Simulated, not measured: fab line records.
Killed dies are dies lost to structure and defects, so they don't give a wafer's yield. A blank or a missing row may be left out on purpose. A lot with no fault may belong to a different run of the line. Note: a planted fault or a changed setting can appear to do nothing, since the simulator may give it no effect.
fab line records | flow nandHarc
record lots=11 wafers=33 lastDay=24
route steps=1159 shown A_CONTACT@948 A_BLC@972 END@1159
lots with no fault: from the same line, run without faults
startH: the number of hours between the record's first day and the start of the first shown wafer of the lot | waitH: hours since the lot's step before | " identical to the entry in the row above | L1.1+2: several wafers, shown together as one row | - no value, or no start given | * or withheld: withheld | < > ~ a bound
route shown NAME@n: names a module that has steps shown in the file, with the first one's number in the route | usual: the fault-free wafers' mean and standard deviation | same: alike in all rows | chamber/n: place in a boat | sites: each site's reading | _std_site: their standard deviation | _edge_site: the outer-site mean with the inner-site mean subtracted | radiusMm: how far each site lies from the wafer's centre | mask NAME#n: copy n | behind: tool/chamber where the wafer was last shaped | hold: cause of the lot's hold/its duration in hours/its outcome | device: transistor that didn't switch, given as n, p or np | end of line: the tests these same wafers got at the end of their route | a step without rows: its recipe alone | killed: at the first sort, the dies lost to defects and structure; wafer yield is something else | map: shows each die of a wafer: x if killed, . if not, _ if none is there
set.NAME: the setting that was run; set.NAME@STEP: the one run at that earlier step | model.NAME: the simulator's own value behind a step, which no gauge read
the route's steps for a sample of lots (tables are steps, rows are wafers)
services: a tool's chamber out of use, with start hour (startH, from the record's first day; less than 0 if before it), hours out, and reason
## steps
# step NHARC_A_CONTACT_ETCH_139
# recipe sourceW=withheld pressureMtorr=20 biasV=400 timeS=137 targetDepthA=5900 arFlowSccm=withheld c4f8FlowSccm=11.5 o2FlowSccm=7.2 chemistry=C4F8/O2/Ar
# columns lot.wafer tool chamber startH waitH rfHoursCounterH
L198.1 harCapEtch-02 0 380.78 0.1 13
L198.4 " 1 " " -
L198.3 " 0 " " -
L200.1 harCapEtch-01 0 391.97 0.2 60
L200.6 " 1 " " -
L200.5 " 0 " " -
L206.2 harCapEtch-03 1 433.97 0.1 92
L206.3 " 1 " " -
L206.6 " 1 " " -
L205.1 harCapEtch-01 0 435.40 0.1 66
L205.3 " 0 " " -
L205.5 " 0 " " -
L204.3 harCapEtch-02 0 437.13 0.1 -
L204.4 " 1 " " -
L204.5 " 0 " " -
L207.4 harCapEtch-01 0 444.56 0.1 -
L207.3 " 1 " " -
L207.6 " 1 " " -
L208.3 harCapEtch-02 0 454.24 0.2 -
L208.6 " 1 " " -
L208.5 " 0 " " -
L210.3 harCapEtch-01 1 456.49 0.1 -
L210.5 " 1 " " -
L210.6 " 0 " " -
L214.2 harCapEtch-01 0 481.77 0.1 73
L214.4 " 1 " " -
L214.6 " 1 " " -
L216.2 harCapEtch-02 1 498.24 0.1 32
L216.1 " 0 " " 32
L216.6 " 0 " " -
L218.2 harCapEtch-02 0 514.28 0.1 35
L218.3 " 0 " " -
L218.6 " 1 " " -
# step NHARC_A_CONTACT_ETCH_92
# recipe targetDepthA=400 overEtchFrac=0.5 timeS=85.7 ionEnergyEv=120 ch3fFlowSccm=50 o2FlowSccm=30 arFlowSccm=200 rfW=500 biasW=100 chemistry=CH3F/O2
# usual drypumpMotorCurrentA=5.6/0.39 oesProductAu=0.94/0.03 rfFwdPowerW=495.8/1.8 rfVppV=243.8/1.6 showerheadPlenumPTorr=2.42/0.095 throttleValvePct=20.662/0.0082
# columns lot.wafer tool chamber startH waitH drypumpMotorCurrentA oesProductAu rfFwdPowerW rfHoursCounterH rfVppV showerheadPlenumPTorr throttleValvePct
L198.1 rieDiel-04 2 381.15 0.3 5.4 0.92 494.0 37 243.9 2.40 20.655
L198.4 " 3 " " 5.6 0.92 494.6 34 244.2 2.47 20.665
L198.3 " 0 " " 5.0 0.93 496.3 35 246.4 2.57 20.661
L200.1 rieDiel-04 2 392.44 0.4 5.4 0.92 491.0 39 244.4 2.40 20.647
L200.5 " 2 " " 5.4 0.92 495.0 - 243.1 2.40 20.662
L200.6 " 3 " " 5.6 0.92 497.8 - 244.6 2.47 20.660
L206.2 rieDiel-03 3 434.34 0.3 5.8 0.90 496.0 7 241.9 2.33 20.666
L206.3 " 1 " " 5.4 0.93 494.2 7 245.5 2.51 20.653
L206.6 " 3 " " 5.7 0.90 494.9 - 241.2 2.33 20.657
L205.1 rieDiel-01 2 435.78 0.3 6.2 1.00 497.5 38 244.3 2.48 20.677
L205.3 " 0 " " 5.8 0.98 496.0 40 244.8 2.50 20.671
L205.5 " 1 " " 5.3 1.00 495.1 - 247.3 2.62 20.669
L204.3 rieDiel-04 2 437.45 0.3 5.4 0.94 493.3 55 242.5 2.39 20.659
L204.4 " 1 " " 6.0 0.95 499.9 56 243.5 2.47 20.653
L204.5 " 3 " " 5.6 0.92 494.8 - 243.2 2.46 20.650
L207.3 rieDiel-03 2 444.91 0.3 6.2 0.94 497.6 10 241.0 2.28 20.651
L207.4 " 3 " " 5.7 0.90 498.6 10 242.6 2.33 20.664
L207.6 " 2 " " 6.2 0.94 496.9 - 241.1 2.28 20.655
L208.3 rieDiel-03 2 454.56 0.3 6.2 0.97 496.0 12 241.7 2.28 20.676
L208.5 " 0 " " 5.1 0.94 496.3 - 243.1 2.39 20.676
L208.6 " 1 " " 5.4 0.93 494.7 - 245.1 2.51 20.659
L210.3 rieDiel-03 2 456.83 0.3 6.2 0.94 495.8 12 241.8 2.28 20.677
L210.6 " 2 " " 6.2 0.94 496.5 - 240.9 2.28 20.651
L210.5 " 3 " " 5.8 0.89 496.3 - 243.4 2.33 20.680
L214.2 rieDiel-01 3 482.13 0.3 5.0 0.94 496.8 58 242.5 2.30 20.671
L214.4 " 2 " " 6.2 0.95 497.4 55 244.0 2.48 20.661
L214.6 " 0 " " 5.8 0.91 492.7 - 243.7 2.50 20.655
L216.2 rieDiel-03 2 498.65 0.4 6.2 0.95 495.0 20 240.8 2.28 20.667
L216.1 " 3 " " 5.8 0.91 494.9 19 243.2 2.32 20.656
L216.6 " 2 " " 6.2 0.94 495.6 - 242.1 2.28 20.661
L218.2 rieDiel-03 3 514.74 0.4 5.8 0.92 498.6 23 242.7 2.32 20.669
L218.3 " 0 " " 5.1 0.93 496.8 24 242.0 2.39 20.656
L218.6 " 3 " " 5.7 0.91 496.8 - 243.4 2.32 20.659
# step NHARC_A_CONTACT_ETCH_110
# recipe targetDepthA=500 overetchA=50 timeS=27.5 ionEnergyEv=100 cf4FlowSccm=80 o2FlowSccm=20 arFlowSccm=0 rfW=300 biasW=100 chemistry=CF4/O2
# usual drypumpMotorCurrentA=5.5/0.4 oesProductAu=0.996/0.015 rfFwdPowerW=294.1/1.3 rfVppV=197.5/1.2 showerheadPlenumPTorr=1.32/0.051 throttleValvePct=13.397/0.011
# columns lot.wafer tool chamber startH waitH drypumpMotorCurrentA oesProductAu rfFwdPowerW rfHoursCounterH rfVppV showerheadPlenumPTorr throttleValvePct
L198.1 rieDiel-04 0 381.76 0.1 5.0 1.002 293.0 35 200.0 1.40 13.397
L198.4 " 1 " " 6.0 1.020 293.6 37 195.9 1.34 13.397
L198.3 " 2 " " 5.4 0.991 292.2 37 196.1 1.30 13.404
L200.1 rieDiel-01 1 393.10 0.1 5.3 1.015 292.9 26 198.7 1.43 13.395
L200.6 " 2 " " 6.2 1.021 296.1 - 197.0 1.35 13.408
L200.5 " 1 " " 5.3 1.009 291.8 - 198.8 1.43 13.403
L206.3 rieDiel-03 0 434.85 0.1 5.1 0.993 295.0 7 196.5 1.30 13.411
L206.2 " 2 " " 6.2 1.017 294.2 8 195.6 1.24 13.405
L206.6 " 1 " " 5.4 0.988 293.7 - 198.7 1.36 13.408
L205.1 rieDiel-01 3 436.28 0.1 5.0 0.997 294.1 40 195.6 1.25 13.404
L205.3 " 0 " " 5.8 0.995 292.3 40 197.5 1.36 13.398
L205.5 " 2 " " 6.2 1.005 296.7 - 197.4 1.35 13.390
L204.3 rieDiel-03 3 437.98 0.1 5.8 0.973 294.7 8 195.8 1.26 13.407
L204.4 " 0 " " 5.1 0.998 294.7 8 196.5 1.30 13.401
L204.5 " 3 " " 5.8 0.966 295.0 - 197.3 1.26 13.406
L207.4 rieDiel-01 0 445.48 0.1 5.8 0.977 293.6 42 196.6 1.36 13.382
L207.3 " 1 " " 5.3 1.014 293.0 46 199.7 1.42 13.389
L207.6 " 3 " " 5.0 0.997 292.6 - 196.4 1.25 13.390
L208.3 rieDiel-04 0 455.11 0.0 5.0 1.006 293.8 62 198.6 1.39 13.394
L208.5 " 0 " " 5.0 1.009 293.3 - 198.7 1.39 13.387
L208.6 " 1 " " 6.0 1.030 294.0 - 198.7 1.34 13.388
L210.3 rieDiel-03 3 457.34 0.1 5.8 0.962 294.2 12 196.3 1.26 13.393
L210.5 " 3 " " 5.7 0.959 294.8 - 197.1 1.26 13.397
L210.6 " 0 " " 5.1 0.989 294.7 - 196.5 1.30 13.399
L214.2 rieDiel-04 3 482.78 0.2 5.6 0.976 293.8 5 198.2 1.33 13.421
L214.4 " 1 " " 6.0 1.002 294.2 4 197.3 1.34 13.404
L214.6 " 3 " " 5.6 0.974 294.0 - 196.3 1.33 13.394
L216.2 rieDiel-03 2 499.93 0.3 6.2 1.020 296.2 20 196.7 1.24 13.398
L216.1 " 3 " " 5.8 0.976 296.5 19 196.3 1.26 13.412
L216.6 " 1 " " 5.4 0.992 293.4 - 198.8 1.36 13.393
L218.3 rieDiel-03 1 515.52 0.0 5.4 0.999 294.7 25 198.0 1.36 13.393
L218.2 " 2 " " 6.2 1.011 294.5 24 194.2 1.24 13.421
L218.6 " 1 " " 5.4 0.995 294.5 - 199.3 1.36 13.401
# step NHARC_A_BLC_PEB_08
# recipe pebTempC=100 pebTimeS=65
# usual heaterPowerTotalW=156.6/0.43 plateTempC=99.99/0.12
# columns lot.wafer tool chamber startH waitH heaterPowerTotalW plateTempC
L198.1 lithoTrack-01 0 390.74 0.1 156.0 99.95
L198.3 " 0 " " 156.6 99.86
L198.4 " 0 " " 155.9 99.88
L200.1 lithoTrack-04 0 398.00 0.1 156.5 99.91
L200.5 " 0 " " 156.1 100.03
L200.6 " 0 " " 156.3 100.03
L206.2 lithoTrack-01 0 440.70 0.1 156.3 100.00
L206.3 " 0 " " 156.7 100.12
L206.6 " 0 " " 157.1 99.91
L205.1 lithoTrack-01 0 441.72 0.1 155.9 99.97
L205.3 " 0 " " 157.1 100.02
L205.5 " 0 " " 155.9 99.80
L204.3 lithoTrack-01 0 442.89 0.0 152.3 98.01
L204.4 " 0 " " 152.5 97.88
L204.5 " 0 " " 152.3 97.98
L207.3 lithoTrack-04 0 448.07 0.0 156.7 99.96
L207.4 " 0 " " 156.0 99.96
L207.6 " 0 " " 157.2 99.90
L208.3 lithoTrack-01 0 460.12 0.0 151.4 97.75
L208.5 " 0 " " 151.2 97.66
L208.6 " 0 " " 152.4 97.75
L210.3 lithoTrack-01 0 468.75 0.0 152.5 97.99
L210.5 " 0 " " 152.0 97.84
L210.6 " 0 " " 151.5 97.96
L214.2 lithoTrack-06 0 497.34 0.1 157.0 99.96
L214.4 " 0 " " 157.1 99.94
L214.6 " 0 " " 156.6 100.01
L216.1 lithoTrack-04 0 503.64 0.1 156.5 99.89
L216.2 " 0 " " 156.3 99.88
L216.6 " 0 " " 157.0 99.75
L218.2 lithoTrack-04 0 519.70 0.1 156.3 99.88
L218.3 " 0 " " 157.1 100.09
L218.6 " 0 " " 157.0 99.97
# step NHARC_A_BLC_CD_MEAS_10
# recipe targetCdNm=100 landingEnergyEv=500
# usual cdNm=100.1/0.78
# same landingEnergyEv=500
# columns lot.wafer tool chamber startH waitH cdNm
L198.1 cdSem-03 0 390.82 - 99.1
L198.3 " 0 " " 99.4
L198.4 " 0 " " 100.0
L200.1 cdSem-02 0 398.08 - 100.2
L200.5 " 0 " " 99.7
L200.6 " 0 " " 100.2
L206.2 cdSem-02 0 440.78 - 99.6
L206.3 " 0 " " 99.2
L206.6 " 0 " " 98.9
L205.1 cdSem-01 0 441.80 - 100.6
L205.3 " 0 " " 100.6
L205.5 " 0 " " 99.6
L204.3 cdSem-01 0 442.97 - 91.9
L204.4 " 0 " " 91.3
L204.5 " 0 " " 92.2
L207.3 cdSem-01 0 448.15 - 99.8
L207.4 " 0 " " 100.1
L207.6 " 0 " " 99.7
L208.3 cdSem-02 0 460.20 - 91.3
L208.5 " 0 " " 91.9
L208.6 " 0 " " 91.0
L210.3 cdSem-03 0 468.83 - 94.0
L210.5 " 0 " " 92.6
L210.6 " 0 " " 93.6
L214.2 cdSem-03 0 497.42 - 99.5
L214.4 " 0 " " 101.8
L214.6 " 0 " " 101.3
L216.1 cdSem-02 0 503.72 - 99.3
L216.2 " 0 " " 98.5
L216.6 " 0 " " 99.3
L218.2 cdSem-03 0 519.78 - 99.1
L218.3 " 0 " " 101.3
L218.6 " 0 " " 99.9
# step NHARC_END_SORT_01
# recipe tempC=25
# usual killedAtArray=31/11 killedAtOther=0.5/0.78 killedAtPeriphery=3.0/2 killedDies=34/12 killedOpen=3.2/2 killedShort=1.9/1.6
# same grossDies=677
# columns lot.wafer tool chamber startH waitH killedAtArray killedAtOther killedAtPeriphery killedDies killedOpen killedShort
L204.5 prober-01 0 492.72 3.8 49 2 4 55 4 2
L208.5 prober-02 0 513.27 3.7 49 0 3 52 4 6
L208.6 prober-02 0 514.07 4.0 50 0 1 51 3 0
L210.5 prober-01 0 521.01 3.7 32 1 1 34 1 4
L210.6 prober-01 0 521.82 4.0 25 1 3 29 1 3
# killed by level:class
L204.5 A_CHANNEL_HOLE_D1:chamberFilmFlake=19 A_SLIT:chamberFilmFlake=12 A_STAIRCASE:chamberFilmFlake=4 A_CONTACT:chamberFilmFlake=4 A_BLC:areaPeb=3 A_CONTACT:geometricParticle:open=2 P_GATE:chamberFilmFlake=2 A_WL_FILL:chamberFilmFlake=2
L208.5 A_SLIT:chamberFilmFlake=13 A_CHANNEL_HOLE_D1:chamberFilmFlake=11 A_STAIRCASE:chamberFilmFlake=11 P_M0:geometricParticle:open=2 A_CHANNEL_FILL_D1:geometricParticle:open=2 A_M0:geometricParticle:short=2 A_ZERO_WELL:chamberFilmFlake=2 A_CONTACT:chamberFilmFlake=2
L208.6 A_CHANNEL_HOLE_D1:chamberFilmFlake=16 A_SLIT:chamberFilmFlake=14 A_STAIRCASE:chamberFilmFlake=12 A_CONTACT:chamberFilmFlake=3 A_BLC:areaPeb=2 P_CONTACT:geometricParticle:open=1 A_CHANNEL_FILL_D1:geometricParticle:open=1 A_CONTACT:geometricParticle:open=1
L210.5 A_SLIT:chamberFilmFlake=17 A_CHANNEL_HOLE_D1:chamberFilmFlake=4 A_STAIRCASE:chamberFilmFlake=3 A_BLC:areaPeb=2 A_CHANNEL_HOLE_D1:geometricParticle:short=1 A_CHANNEL_FILL_D1:geometricParticle:short=1 A_SGD_CUT:geometricParticle:short=1 A_WL_FILL:geometricParticle:short=1
L210.6 A_SLIT:chamberFilmFlake=11 A_CHANNEL_HOLE_D1:chamberFilmFlake=6 A_WL_FILL:chamberFilmFlake=2 A_CONTACT:chamberFilmFlake=2 P_M2:geometricParticle:short=1 A_CHANNEL_FILL_D1:geometricParticle:short=1 A_WL_FILL:geometricParticle:short=1 P_STI:chamberFilmFlake=1
## services
# columns tool chamber startH hours kind
rieDiel-03 - 360.97 0.3 repair
rieDiel-03 0 371.36 - clean
rieDiel-03 1 371.36 - clean
rieDiel-03 2 371.36 - clean
rieDiel-03 3 371.36 - clean
rieDiel-01 0 390.21 8.2 repair
rieDiel-03 - 392.33 9.0 pm
rieDiel-03 0 392.33 9.0 ventCycle
rieDiel-03 1 392.33 9.0 ventCycle
rieDiel-03 2 392.33 9.0 ventCycle
rieDiel-03 3 392.33 9.0 ventCycle
rieDiel-03 0 401.33 - clean
rieDiel-03 1 401.33 - clean
rieDiel-03 2 401.33 - clean
rieDiel-03 3 401.33 - clean
rieDiel-03 0 425.99 - clean
rieDiel-03 1 425.99 - clean
rieDiel-03 2 425.99 - clean
lithoTrack-01 - 443.00 7.0 pm
rieDiel-04 - 465.97 9.0 pm
lithoTrack-06 - 467.00 7.0 pm
rieDiel-03 3 487.55 4.3 repair
lithoTrack-04 - 491.00 7.0 pm
rieDiel-01 - 491.88 9.0 pm
## key
firstSign step=NHARC_A_BLC_PEB_08 reading=plateTempC direction=down sigmas=18 usual=* struck=*
effect step=NHARC_A_BLC_PEB_08 reading=heaterPowerTotalW direction=down sigmas=11 usual=* struck=*
effect step=NHARC_A_BLC_CD_MEAS_10 reading=cdNm direction=down sigmas=10 usual=100.1 struck=92.2 through=controlLoop
metAt NHARC_A_BLC_PEB_08
struckLots L204,L208,L210
testerLeftOut L204,L208,L210
loopTrim step=NHARC_A_BLC_EXPOSE_07 setting=dose lots=L210
notActingAt NHARC_A_CONTACT_ETCH_139,NHARC_A_CONTACT_ETCH_92,NHARC_A_CONTACT_ETCH_110
onsetBetween 441.72 442.89
fault kind=processParameterDrift tool=lithoTrack-01 chamber=- onsetH=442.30 steps=NHARC_A_BLC_PEB_08 channel=pebTempC offset=* shape=step endH=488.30 actsIn=* stated=*
# testerLeftOut: of these lots the tester's yield and bins aren't shown, on N5 and GAA mostly nor the transistor test; their killed dies are dies lost to structure and defects alone, not to doping, threshold or leakage, so they don't give the yield
# loopTrim: a control loop set the setting to another value than it would have without faults
